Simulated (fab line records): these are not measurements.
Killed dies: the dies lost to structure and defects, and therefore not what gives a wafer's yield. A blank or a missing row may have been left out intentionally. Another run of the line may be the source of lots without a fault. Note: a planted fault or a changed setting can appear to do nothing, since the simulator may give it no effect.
fab line records	flow n5Finfet
[record] lots = 7	wafers = 39
route steps=1938 shown ZERO_LAYER@4 FIN_SAQP@110 SD_EPI_N@288 SD_ACTIVATION@330 SDB@368 BEOL_M0_SAQP@640 BEOL_M3@931 BEOL_M4@1067
startH: hours from the record's first day to the start of the lot's first wafer shown	waitH: hours elapsed since this lot's preceding step	" as in the row above	L1.1+2: one row covering several wafers at once	- value missing, or start not given	* or withheld: withheld	< > ~ a bound
route shown NAME@n: names a module that has steps shown in the file, with the first one's number in the route	usual: mean/standard deviation taken from wafers without a fault	same: alike in all rows	chamber/n: place in a boat	sites: the reading at each site	_std_site: standard deviation across them	_edge_site: mean of outer sites minus mean of inner sites	radiusMm: for every site, how far away it sits from the centre of the wafer	mask NAME#n: copy n	behind: the tool/chamber that last shaped the wafer	hold: cause of the lot's hold/its duration in hours/its outcome	device: whichever transistor did not switch (one of n, p or np)	end of line: the route-end tests of the same wafers	a step with no rows: only its recipe	killed: not the wafer's yield, but the dies lost to structure and defects at the first sort	map: a wafer's dies, marking killed ones x, the rest . and places with no die _
set.NAME: the setting the step ran with; set.NAME@STEP: the setting that earlier step ran with	model.NAME: the simulator's own value behind a step, which no gauge read
lots whose settings were changed on purpose; a table a step, a row a wafer
[[steps]]
[step N5_ZERO_LAYER_PECVD_02]
[recipe] material = SiO2	targetThkA = 100	tempC = 400	precursor = SiH4/N2O	pressureTorr = 0.75	rfW = 275	timeS = 6
lot.wafer	tool	chamber	startH	waitH	set.timeS	model.SiO2_of_ZERO_LAYER_PECVD_02.thkNm
L077.1	pecvd-01	0	30.28	0.0	6	9.742
L077.2	"	1	"	"	6	9.735
L077.3	"	2	"	"	6	9.75
L077.4	"	1	"	"	6	9.93
L077.5	"	0	"	"	6	9.97
L077.6	"	2	"	"	6	9.85
L089.1	pecvd-03	1	102.28	0.0	6	9.785
L089.2	"	2	"	"	6	9.948
L089.3	"	0	"	"	8.51	13.95
L089.4	"	2	"	"	8.51	14.18
L089.5	"	1	"	"	8.51	14.07
L089.6	"	0	"	"	6	9.927
L091.1	pecvd-03	0	114.28	0.0	6	9.94
L091.2	"	2	"	"	6	9.929
L091.3	"	1	"	"	6	9.67
L091.4	"	0	"	"	6	9.877
L091.5	"	1	"	"	6	9.824
L091.6	"	2	"	"	6	9.977
L093.1	pecvd-02	0	126.28	0.0	6	9.806
L093.2	"	1	"	"	6	9.696
L093.3	"	2	"	"	6	9.83
L093.4	"	0	"	"	6	9.892
L093.5	"	1	"	"	6	10.02
L093.6	"	2	"	"	6	9.995
L094.1	pecvd-03	1	132.28	0.0	6	10.06
L094.2	"	0	"	"	6	10.18
L094.3	"	2	"	"	7.145	12.04
L094.4	"	1	"	"	7.145	12.12
L094.5	"	0	"	"	6	10.15
L094.6	"	2	"	"	7.145	12.28
L095.1	pecvd-03	0	138.28	0.0	3.275	5.313
L095.2	"	1	"	"	3.275	5.077
L095.3	"	2	"	"	6	9.845
L095.4	"	1	"	"	3.275	5.272
L095.5	"	2	"	"	6	10.06
L095.6	"	0	"	"	6	9.853
L097.1	pecvd-01	1	150.28	0.0	6	9.846
L097.3	"	0	"	"	6	9.824
L097.6	"	1	"	"	6	10.23
[step N5_FIN_SAQP_DEVELOP_15]
[recipe] developTimeS = 30	developer = TMAH	resist = CAR-ArF	devTempC = 23	rinseLiquid = diw	dry = airSpin
lot.wafer	tool	chamber	startH	waitH	set.developTimeS
L077.1+2+5	lithoTrack-04	0	-	-	30
L077.3+4+6	"	0	"	"	15.98
L089.1+2+3	lithoTrack-03	0	-	-	17.78
L089.4+5+6	"	0	"	"	30
L091.1+2+3+4+5+6	lithoTrack-04	0	-	-	30
L093.1+3+4	lithoTrack-01	0	-	-	35.83
L093.2+5+6	"	0	"	"	30
L094.1+4+6	lithoTrack-03	0	-	-	36.58
L094.2+3+5	"	0	"	"	30
L095.1+2+6	lithoTrack-04	0	-	-	30
L095.3+4+5	"	0	"	"	42.58
L097.1+3+6	lithoTrack-01	0	-	-	30
[step N5_FIN_SAQP_CD_MEAS_16]
[recipe] targetCdNm = 35.6	landingEnergyEv = 500	detector = seInlens
[usual] cdNm = 35.60/0.26
lot.wafer	tool	chamber	startH	waitH	set.developTimeS@FIN_SAQP_DEVELOP_15	cdNm
L077.1	cdSem-03	0	39.44	-	30	35.62
L077.2	"	0	"	"	30	35.68
L077.3	"	0	"	"	15.98	37.11
L077.4	"	0	"	"	15.98	36.86
L077.5	"	0	"	"	30	35.90
L077.6	"	0	"	"	15.98	37.41
L089.1	cdSem-02	0	111.69	-	17.78	36.59
L089.2	"	0	"	"	17.78	36.89
L089.3	"	0	"	"	17.78	37.45
L089.4	"	0	"	"	30	35.77
L089.5	"	0	"	"	30	35.78
L089.6	"	0	"	"	30	35.24
L091.1	cdSem-03	0	124.81	-	30	35.80
L091.2	"	0	"	"	30	35.79
L091.3	"	0	"	"	30	35.63
L091.4	"	0	"	"	30	35.43
L091.5	"	0	"	"	30	35.72
L091.6	"	0	"	"	30	35.25
L093.1	cdSem-03	0	134.90	-	35.83	35.45
L093.2	"	0	"	"	30	35.45
L093.3	"	0	"	"	35.83	35.45
L093.4	"	0	"	"	35.83	35.21
L093.5	"	0	"	"	30	35.12
L093.6	"	0	"	"	30	35.57
L094.1	cdSem-01	0	141.03	-	36.58	35.06
L094.2	"	0	"	"	30	35.49
L094.3	"	0	"	"	30	35.66
L094.4	"	0	"	"	36.58	35.10
L094.5	"	0	"	"	30	36.05
L094.6	"	0	"	"	36.58	35.00
L095.1	cdSem-01	0	147.83	-	30	35.45
L095.2	"	0	"	"	30	35.51
L095.3	"	0	"	"	42.58	34.93
L095.4	"	0	"	"	42.58	34.74
L095.5	"	0	"	"	42.58	34.95
L095.6	"	0	"	"	30	35.63
L097.1	cdSem-03	0	160.20	-	30	35.85
L097.3	"	0	"	"	30	35.68
L097.6	"	0	"	"	30	35.69
[step N5_SD_EPI_N_EPI_21]
[recipe] material = Si:P	dopant = P	tempC = 680	pressureTorr = 255	timeS = 690
lot.wafer	tool	chamber	startH	waitH	set.epiGrowthTimeS	model.Si-P_of_SD_EPI_N_EPI_21.thkNm
L077.1	epiRpcvd-03	0	67.08	0.1	690	59
L077.2	"	0	"	"	690	58.8
L077.3	"	0	"	"	690	59.4
L077.4	"	0	"	"	690	59.6
L077.5	"	0	"	"	690	58.6
L077.6	"	0	"	"	690	59.2
L089.1+4+5	epiRpcvd-01	0	142.08	0.2	690	58.8
L089.2	"	0	"	"	690	60
L089.3	"	0	"	"	690	59.2
L089.6	"	0	143.95	1.9	690	59
L091.1	epiRpcvd-01	0	158.37	0.3	690	60.4
L091.2	"	0	"	"	690	59.8
L091.3	"	0	"	"	690	59
L091.4	"	0	"	"	690	59.4
L091.5+6	"	0	"	"	690	59.2
L093.1	epiRpcvd-04	0	168.09	0.1	690	59
L093.2	"	0	"	"	690	58.8
L093.3+4	"	0	"	"	690	59.6
L093.5	"	0	"	"	690	58.2
L093.6	"	0	"	"	690	58.4
L094.1	epiRpcvd-03	0	171.04	0.1	824.4	67.6
L094.2	"	0	"	"	824.4	67.4
L094.3	"	0	"	"	824.4	67
L094.4	"	0	"	"	690	58.2
L094.5	"	0	"	"	690	59.2
L094.6	"	0	"	"	690	59.6
L095.1	epiRpcvd-04	0	177.16	0.1	1032	80.2
L095.2	"	0	"	"	690	59.2
L095.3	"	0	"	"	1032	78.4
L095.4	"	0	"	"	690	58.4
L095.5	"	0	"	"	690	58.8
L095.6	"	0	"	"	1032	79
L097.1	epiRpcvd-01	0	191.40	0.1	690	59.2
L097.3+6	"	0	"	"	690	59
[step N5_SD_EPI_N_EPI_MEAS_23]
[recipe] mode = xrd
[usual] thkNm = 59.1/1.1
lot.wafer	tool	chamber	startH	waitH	set.epiGrowthTimeS@SD_EPI_N_EPI_21	thkNm
L077.1	filmMetro-02	-	68.80	1.4	690	59.3
L077.2	"	-	"	"	690	58.7
L077.3	"	-	"	"	690	60.9
L077.4	"	-	"	"	690	60.2
L077.5	"	-	"	"	690	59.6
L077.6	"	-	"	"	690	57.6
L089.1	filmMetro-02	-	144.36	1.9	690	59.2
L089.2	"	-	"	"	690	58.9
L089.3	"	-	"	"	690	58.3
L089.4	"	-	"	"	690	59.2
L089.5	"	-	"	"	690	58.2
L089.6	"	-	"	"	690	60.1
L091.1	filmMetro-01	-	161.39	2.5	690	58.4
L091.2	"	-	"	"	690	60.4
L091.3	"	-	"	"	690	58.9
L091.4	"	-	"	"	690	59.7
L091.5	"	-	"	"	690	58.8
L091.6	"	-	"	"	690	59.1
L093.1	filmMetro-02	-	169.81	1.4	690	59.2
L093.2	"	-	"	"	690	58.9
L093.3	"	-	"	"	690	58.6
L093.4	"	-	"	"	690	58.7
L093.5	"	-	"	"	690	58.3
L093.6	"	-	"	"	690	59.7
L094.1	filmMetro-02	-	172.76	1.4	824.4	67.1
L094.2	"	-	"	"	824.4	66.9
L094.3	"	-	"	"	824.4	65.9
L094.4	"	-	"	"	690	58.4
L094.5	"	-	"	"	690	60.7
L094.6	"	-	"	"	690	61.8
L095.1	filmMetro-02	-	178.88	1.4	1032	80.4
L095.2	"	-	"	"	690	59.0
L095.3	"	-	"	"	1032	77.3
L095.4	"	-	"	"	690	59.1
L095.5	"	-	"	"	690	57.1
L095.6	"	-	"	"	1032	79.1
L097.1	filmMetro-01	-	193.12	1.4	690	58.1
L097.3	"	-	"	"	690	59.1
L097.6	"	-	"	"	690	58.2
[step N5_SD_EPI_N_PRECLEAN_24]
[recipe] chemistry = O3/DIW	timeS = 60	tempC = 22	o3Ppm = 10
[step N5_SD_EPI_N_SRD_25]
[recipe] timeS = 30	tempC = 23	rinseLiquid = diw	dry = ipaMarangoni
[step N5_SD_ACTIVATION_RTA_00]
[recipe] tempC = 975	timeS = 0	ambient = N2	idleTempC = 600	rampUpCPerS = 150	rampDownCPerS = 60	coolToC = 600
[step N5_SD_ACTIVATION_LSA_01]
[recipe] tempC = 1080	timeS = 0.0008	ambient = N2
[step N5_SD_ACTIVATION_RS_MEAS_03]
[recipe] thkMeasGauge = four-point-probe
[usual] RS_SD_N = 21.86/0.3	RS_SD_P = 56.1/0.85
lot.wafer	tool	chamber	startH	waitH	set.epiGrowthTimeS@SD_EPI_N_EPI_21	RS_SD_N[ohm/sq]	RS_SD_P[ohm/sq]
L077.1	filmMetro-01	-	74.00	0.2	690	21.83	56.2
L077.2	"	-	"	"	690	21.94	56.0
L077.3	"	-	"	"	690	21.47	54.6
L077.4	"	-	"	"	690	21.70	56.6
L077.5	"	-	"	"	690	21.91	55.8
L077.6	"	-	"	"	690	21.74	55.4
L089.1	filmMetro-01	-	149.55	0.2	690	22.21	57.3
L089.2	"	-	"	"	690	21.46	56.4
L089.3	"	-	"	"	690	22.03	55.9
L089.4	"	-	"	"	690	22.08	56.2
L089.5	"	-	"	"	690	22.13	56.3
L089.6	"	-	"	"	690	22.03	57.3
L091.1	filmMetro-02	-	168.78	0.2	690	21.44	55.9
L091.2	"	-	"	"	690	21.84	55.9
L091.3	"	-	"	"	690	21.84	57.4
L091.4	"	-	"	"	690	21.51	57.0
L091.5	"	-	"	"	690	21.81	56.6
L091.6	"	-	"	"	690	21.77	55.7
L093.1	filmMetro-02	-	174.90	0.2	690	21.99	56.3
L093.2	"	-	"	"	690	22.18	54.9
L093.3	"	-	"	"	690	21.73	55.1
L093.4	"	-	"	"	690	21.67	56.6
L093.5	"	-	"	"	690	22.24	56.1
L093.6	"	-	"	"	690	22.20	56.6
L094.1	filmMetro-02	-	178.08	0.2	824.4	19.12	56.9
L094.2	"	-	"	"	824.4	19.30	56.9
L094.3	"	-	"	"	824.4	19.35	56.5
L094.4	"	-	"	"	690	22.28	57.2
L094.5	"	-	"	"	690	21.64	57.8
L094.6	"	-	"	"	690	21.89	57.2
L095.1	filmMetro-02	-	184.48	0.2	1032	16.16	55.1
L095.2	"	-	"	"	690	21.86	54.9
L095.3	"	-	"	"	1032	16.63	54.7
L095.4	"	-	"	"	690	22.00	55.5
L095.5	"	-	"	"	690	22.06	54.9
L095.6	"	-	"	"	1032	16.31	56.1
L097.1	filmMetro-02	-	198.32	0.2	690	21.42	54.6
L097.3	"	-	"	"	690	21.71	55.2
L097.6	"	-	"	"	690	21.81	54.4
[step N5_SDB_ETCH_25]
[recipe] chemistry = C4F6/O2	target = SiO2	targetDepthA = 100	timeS = 3.3	ionEnergyEv = 250	maskMaterial = SiNx	pressureMtorr = 30	sourceW = 345	biasW = 185	Ar_flow_sccm = 300	C4F6_flow_sccm = 10	O2_flow_sccm = 10
lot.wafer	tool	chamber	startH	waitH	set.timeS	model.etch.depthNm
L077.1	rieDiel-03	1	81.85	0.3	3.3	10.11
L077.2	"	2	"	"	2.784	8.482
L077.3	"	0	"	"	2.784	8.294
L077.4	"	0	"	"	3.3	9.833
L077.5	"	2	"	"	2.784	8.535
L077.6	"	1	"	"	3.3	10.07
L089.1	rieDiel-03	0	158.34	0.7	4.104	12.26
L089.2	"	2	"	"	4.104	12.48
L089.3	"	3	"	"	3.3	10.06
L089.4	"	3	"	"	3.3	10.03
L089.5	"	0	"	"	4.104	12.21
L089.6	"	2	"	"	3.3	10.08
L091.1	rieDiel-01	0	176.48	0.0	2.212	6.679
L091.2	"	3	"	"	3.3	10.26
L091.3	"	2	"	"	3.3	9.87
L091.4	"	1	"	"	2.212	6.681
L091.5	"	3	"	"	3.3	10.23
L091.6	"	0	"	"	2.212	6.645
L093.1	rieDiel-04	0	183.01	0.0	4.368	13.56
L093.2	"	3	"	"	4.368	13.26
L093.3	"	2	"	"	3.3	9.874
L093.4	"	3	"	"	4.368	13.2
L093.5	"	0	"	"	3.3	10.25
L093.6	"	2	"	"	3.3	9.815
L094.1	rieDiel-04	3	186.23	0.5	1.848	5.53
L094.2	"	1	"	"	1.848	5.579
L094.3	"	0	"	"	3.3	10.09
L094.4	"	2	"	"	3.3	9.808
L094.5	"	0	"	"	3.3	10.15
L094.6	"	1	"	"	1.848	5.569
L095.1+5	rieDiel-03	2	192.92	0.3	4.732	14.27
L095.2	"	1	"	"	3.3	10.17
L095.3	"	3	"	"	3.3	10.09
L095.4	"	0	"	"	4.732	14.63
L095.6	"	3	"	"	3.3	9.989
L097.1	rieDiel-04	0	205.92	0.0	3.3	10.11
L097.3	"	3	"	"	3.3	9.879
L097.6	"	3	"	"	3.3	9.875
[step N5_BEOL_M0_SAQP_HM_DEP_111]
[recipe] material = SiO2	targetThkA = 120	tempC = 400	precursor = SiH4/N2O	pressureTorr = 0.75	rfW = 275	timeS = 7.2
lot.wafer	tool	chamber	startH	waitH	set.timeS	model.SiO2_of_BEOL_M0_SAQP_HM_DEP_111.thkNm
L077.1+2+3+6	pecvd-04	0,1,2,0	121.77	0.0	7.2	12
L077.4	"	2	"	"	7.2	12.2
L077.5	"	1	"	"	7.2	12.4
L089.1+3	pecvd-04	0,2	197.39	0.0	7.2	11.8
L089.2+5+6	"	1,1,0	"	"	7.2	12
L089.4	"	2	"	"	7.2	12.2
L091.1+5	pecvd-03	1,0	219.73	0.0	7.2	12
L091.2	"	0	"	"	7.2	11.8
L091.3	"	0	"	"	6.036	10.2
L091.4	"	1	"	"	6.036	10.4
L091.6	"	1	"	"	6.036	10
L093.1+3+5	pecvd-04	1,0,1	224.07	0.1	7.2	12
L093.2	"	2	"	"	7.2	11.8
L093.4+6	"	0,2	"	"	7.2	12.2
L094.1	pecvd-04	0	226.20	0.0	4.16	6.6
L094.2	"	1	"	"	7.2	12
L094.3	"	2	"	"	7.2	11.8
L094.4	"	1	"	"	4.16	7.2
L094.5	"	0	"	"	4.16	7
L094.6	"	2	"	"	7.2	12.2
L095.1+4+5+6	pecvd-04	1,2,2,1	229.58	0.0	7.2	12
L095.2+3	"	2,1	"	"	7.2	11.8
L097.1	pecvd-02	0	250.28	0.0	7.2	12
L097.3+6	"	1,2	"	"	7.2	12.2
[step N5_BEOL_M0_SAQP_COAT_81]
[recipe] resist = SOC	tempC = 250	timeS = 60	spinRpm = 1500	resistThkNm = 100
[step N5_BEOL_M0_SAQP_COAT_82]
[recipe] resist = SiARC	tempC = 220	timeS = 60	spinRpm = 1500	resistThkNm = 30
[step N5_BEOL_M0_SAQP_ETCH_84]
[recipe] chemistry = N2/H2	target = SOC	targetDepthA = 1000	overetchA = 200	maskMaterial = SiARC	tempC = 40	timeS = 150	ionEnergyEv = 200	pressureMtorr = 30	sourceW = 840	biasW = 150	n2FlowSccm = 200	h2FlowSccm = 200
[step N5_BEOL_M0_SAQP_STRIP_80]
[recipe] chemistry = N2/H2	tempC = 40	n2FlowSccm = 200	h2FlowSccm = 200	rfFrequencyHz = 6e+07
[step N5_BEOL_M0_SAQP_HM_OPEN_112]
[recipe] chemistry = CHF3/O2	target = SiO2	stopOn = a-Si	targetDepthA = 120	overEtchFrac = 1.25	maskMaterial = SOC	timeS = 13.5	pressureMtorr = 30	sourceW = 650	biasW = 170	Ar_flow_sccm = 200	CHF3_flow_sccm = 50	O2_flow_sccm = 5	ionEnergyEv = 200	ends = endPoint
lot.wafer	tool	chamber	startH	waitH	set.timeS@BEOL_M0_SAQP_HM_DEP_111	model.etch.depthNm
L077.1	rieDiel-06	1	122.50	0.0	7.2	12.1
L077.2+3	"	0,3	"	"	7.2	11.91
L077.4	"	2	"	"	7.2	12.15
L077.5	"	3	"	"	7.2	12.34
L077.6	"	2	"	"	7.2	12.07
L089.1	rieDiel-02	3	198.12	0.0	7.2	11.74
L089.2	"	1	"	"	7.2	11.98
L089.3	"	2	"	"	7.2	11.84
L089.4	"	0	"	"	7.2	12.19
L089.5	"	2	"	"	7.2	11.96
L089.6	"	3	"	"	7.2	11.94
L091.1	rieDiel-06	1	220.36	0.0	7.2	12.01
L091.2	"	3	"	"	7.2	11.87
L091.3	"	2	"	"	6.036	10.23
L091.4	"	0	"	"	6.036	10.32
L091.5	"	1	"	"	7.2	11.99
L091.6	"	0	"	"	6.036	10
L093.1	rieDiel-05	3	224.67	0.0	7.2	11.95
L093.2	"	1	"	"	7.2	11.85
L093.3	"	0	"	"	7.2	11.96
L093.4	"	2	"	"	7.2	12.25
L093.5	"	3	"	"	7.2	12.08
L093.6	"	0	"	"	7.2	12.14
L094.1	rieDiel-05	0	226.93	0.0	4.16	6.629
L094.2	"	3	"	"	7.2	11.98
L094.3	"	1	"	"	7.2	11.88
L094.4	"	2	"	"	4.16	7.161
L094.5	"	0	"	"	4.16	6.949
L094.6	"	1	"	"	7.2	12.18
L095.1	rieDiel-05	3	230.33	0.0	7.2	11.93
L095.2	"	0	"	"	7.2	11.7
L095.3	"	2	"	"	7.2	11.85
L095.4	"	1	"	"	7.2	12.07
L095.5	"	2	"	"	7.2	11.91
L095.6	"	3	"	"	7.2	12.01
L097.1	rieDiel-06	3	250.88	0.0	7.2	12.05
L097.3	"	0	"	"	7.2	12.14
L097.6	"	0	"	"	7.2	12.24
[step N5_BEOL_M3_ILD_DEP_00]
[recipe] material = SiOC	targetThkA = 790	tempC = 350	precursor = DEMS/O2	pressureTorr = 5	rfW = 500	timeS = 15.3
lot.wafer	tool	chamber	startH	waitH	set.targetThkA	model.SiOC_of_BEOL_M3_ILD_DEP_00.thkNm
L077.1	pecvd-04	1	166.51	0.0	790	79.4
L077.2	"	2	"	"	950.9	95
L077.3	"	0	"	"	790	78.8
L077.4+6	"	0,1	"	"	950.9	95.8
L077.5	"	2	"	"	790	80
L089.1	pecvd-04	0	240.07	0.0	430.2	42.2
L089.2	"	2	"	"	790	78
L089.3	"	1	"	"	790	77.8
L089.4	"	2	"	"	790	78.8
L089.5	"	0	"	"	430.2	42.6
L089.6	"	1	"	"	430.2	43.8
L091.1	pecvd-02	1	260.78	0.0	521.9	52.4
L091.2	"	2	"	"	521.9	53
L091.3+5+6	"	0,0,1	"	"	790	80
L091.4	"	2	"	"	521.9	53.6
L093.1	pecvd-04	1	262.57	0.0	480.4	46.6
L093.2	"	0	"	"	790	78.2
L093.3+5	"	2	"	"	480.4	47.6
L093.4	"	1	"	"	790	78.4
L093.6	"	0	"	"	790	79
L094.1	pecvd-03	1	266.87	0.0	938.2	93.6
L094.2	"	2	"	"	938.2	95.2
L094.3	"	0	"	"	790	79.2
L094.4	"	2	"	"	790	80.6
L094.5	"	0	"	"	938.2	97.2
L094.6	"	1	"	"	790	80.2
L095.1	pecvd-02	2	274.14	0.0	790	78.6
L095.2+5	"	0,1	"	"	790	78.2
L095.3	"	1	"	"	790	77.2
L095.4	"	0	"	"	790	79.6
L095.6	"	2	"	"	790	79
L097.1	pecvd-04	1	303.97	0.0	790	79.6
L097.3+6	"	0,1	"	"	790	79.4
[step N5_BEOL_M3_THK_MEAS_01]
[recipe] reads = SiOC_of_BEOL_M3_ILD_DEP_00
[usual] M3_ILD_THK = 79.2/0.94
lot.wafer	tool	chamber	startH	waitH	set.targetThkA@BEOL_M3_ILD_DEP_00	M3_ILD_THK[nm]
L077.1	filmMetro-02	-	166.57	0.0	790	79.5
L077.2	"	-	"	"	950.9	95.0
L077.3	"	-	"	"	790	78.8
L077.4	"	-	"	"	950.9	95.9
L077.5	"	-	"	"	790	80.1
L077.6	"	-	"	"	950.9	95.9
L089.1	filmMetro-01	-	240.14	0.0	430.2	42.2
L089.2	"	-	"	"	790	78.0
L089.3	"	-	"	"	790	77.8
L089.4	"	-	"	"	790	78.8
L089.5	"	-	"	"	430.2	42.6
L089.6	"	-	"	"	430.2	43.8
L091.1	filmMetro-02	-	260.84	0.0	521.9	52.4
L091.2	"	-	"	"	521.9	53.0
L091.3	"	-	"	"	790	80.1
L091.4	"	-	"	"	521.9	53.5
L091.5	"	-	"	"	790	80.1
L091.6	"	-	"	"	790	80.1
L093.1	filmMetro-01	-	262.64	0.0	480.4	46.5
L093.2	"	-	"	"	790	78.1
L093.3	"	-	"	"	480.4	47.7
L093.4	"	-	"	"	790	78.5
L093.5	"	-	"	"	480.4	47.7
L093.6	"	-	"	"	790	79.0
L094.1	filmMetro-02	-	266.94	0.0	938.2	93.5
L094.2	"	-	"	"	938.2	95.2
L094.3	"	-	"	"	790	79.2
L094.4	"	-	"	"	790	80.7
L094.5	"	-	"	"	938.2	97.2
L094.6	"	-	"	"	790	80.1
L095.1	filmMetro-01	-	274.20	0.0	790	78.5
L095.2	"	-	"	"	790	78.3
L095.3	"	-	"	"	790	77.2
L095.4	"	-	"	"	790	79.6
L095.5	"	-	"	"	790	78.3
L095.6	"	-	"	"	790	79.0
L097.1	filmMetro-02	-	304.04	0.0	790	79.7
L097.3	"	-	"	"	790	79.5
L097.6	"	-	"	"	790	79.4
[step N5_BEOL_M4_VIA_ETCH_34]
[recipe] chemistry = C4F6/O2	targetDepthA = 694	maskMaterial = SOC	pressureMtorr = 15	ionEnergyEv = 250	taperDeg = 4	timeS = 65.9	sourceW = 350	biasW = 170	Ar_flow_sccm = 300	C4F6_flow_sccm = 10	O2_flow_sccm = 10
lot.wafer	tool	chamber	startH	waitH	set.targetDepthA	model.etch.depthNm	model.SOC_of_BEOL_M4_COAT_67.thkNm
L077.1	rieDiel-04	1	196.15	0.0	1034	103.8	48
L077.2	"	0	"	"	694	70.44	51.8
L077.3	"	3	"	"	1034	102.6	48.2
L077.4	"	2	"	"	1034	102.2	48.2
L077.5	"	3	"	"	694	69.4	52
L077.6	"	0	"	"	694	70.14	51.6
L089.1	rieDiel-01	0	261.68	0.0	694	69.36	52
L089.2	"	3	"	"	694	71.46	51.6
L089.3	"	1	"	"	694	70.82	51.8
L089.4	"	2	"	"	694	67.23	52.2
L089.5	"	3	"	"	694	70.61	52
L089.6	"	2	"	"	694	67.86	52.2
L091.1	rieDiel-03	0	283.02	0.0	1063	108.3	47.4
L091.2	"	2	"	"	694	69	51.8
L091.3	"	1	"	"	694	69.74	52
L091.4	"	3	"	"	1063	105.5	47.6
L091.5	"	3	"	"	694	68.97	52
L091.6	"	2	"	"	1063	105.1	47.6
L094.1	rieDiel-01	3	293.82	0.0	323.4	33.25	56.4
L094.2	"	0	"	"	694	69.06	52.2
L094.3	"	1	"	"	323.4	33.06	56.4
L094.4	"	0	"	"	323.4	32.23	56.6
L094.5	"	1	"	"	694	70.74	52
L094.6	"	3	"	"	694	70.9	52
L093.1	rieDiel-04	2	303.13	0.0	417.4	40.62	55
L093.2	"	0	"	"	694	69.72	51.6
L093.3	"	3	"	"	694	68.03	51.8
L093.4	"	1	"	"	417.4	41.21	55
L093.5	"	1	"	"	417.4	41.39	55.2
L093.6	"	2	"	"	694	68.06	51.8
L095.1	rieDiel-01	3	304.03	0.0	573.3	57.57	53.2
L095.2	"	1	"	"	694	70.69	51.8
L095.3	"	0	"	"	573.3	56.62	53.4
L095.4	"	0	"	"	694	68.37	52
L095.5	"	1	"	"	573.3	58.19	53.2
L095.6	"	3	"	"	694	70.25	52
L097.1	rieDiel-03	2	316.26	0.0	694	69.41	52.2
L097.3	"	1	"	"	694	70.6	51.8
L097.6	"	0	"	"	694	70.57	52
[[key]]
[split] step = N5_ZERO_LAYER_PECVD_02	setting = timeS	stated = 6	by = wafer
[response] step = N5_ZERO_LAYER_PECVD_02	reading = model.SiO2_of_ZERO_LAYER_PECVD_02.thkNm	change = +0.102	per = 1%	r = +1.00
[split] step = N5_FIN_SAQP_DEVELOP_15	setting = developTimeS	stated = 30	by = wafer
[response] step = N5_FIN_SAQP_CD_MEAS_16	reading = cdNm	change = -0.0254	per = 1%	r = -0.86
[split] step = N5_SD_EPI_N_EPI_21	setting = epiGrowthTimeS	stated = 690	by = wafer
[response] step = N5_SD_EPI_N_EPI_21	reading = model.Si-P_of_SD_EPI_N_EPI_21.thkNm	change = +0.414	per = 1%	r = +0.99
[response] step = N5_SD_EPI_N_EPI_MEAS_23	reading = thkNm	change = *	per = 1%	r = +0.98
[response] step = N5_SD_ACTIVATION_RS_MEAS_03	reading = RS_SD_N	change = -0.116	per = 1%	r = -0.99
[split] step = N5_SDB_ETCH_25	setting = timeS	stated = 3.3	by = wafer
[response] step = N5_SDB_ETCH_25	reading = model.etch.depthNm	change = +0.101	per = 1%	r = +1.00
[split] step = N5_BEOL_M0_SAQP_HM_DEP_111	setting = timeS	stated = 7.2	by = wafer
[response] step = N5_BEOL_M0_SAQP_HM_DEP_111	reading = model.SiO2_of_BEOL_M0_SAQP_HM_DEP_111.thkNm	change = +0.118	per = 1%	r = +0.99
[response] step = N5_BEOL_M0_SAQP_HM_OPEN_112	reading = model.etch.depthNm	change = +0.119	per = 1%	r = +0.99
[split] step = N5_BEOL_M3_ILD_DEP_00	setting = targetThkA	stated = 790	by = wafer
[response] step = N5_BEOL_M3_ILD_DEP_00	reading = model.SiOC_of_BEOL_M3_ILD_DEP_00.thkNm	change = +0.79	per = 1%	r = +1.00
[response] step = N5_BEOL_M3_THK_MEAS_01	reading = M3_ILD_THK	change = +0.79	per = 1%	r = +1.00
[split] step = N5_BEOL_M4_VIA_ETCH_34	setting = targetDepthA	stated = 694	by = wafer
[response] step = N5_BEOL_M4_VIA_ETCH_34	reading = model.etch.depthNm	change = +0.691	per = 1%	r = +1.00
[response] step = N5_BEOL_M4_VIA_ETCH_34	reading = model.SOC_of_BEOL_M4_COAT_67.thkNm	change = -0.0807	per = 1%	r = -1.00
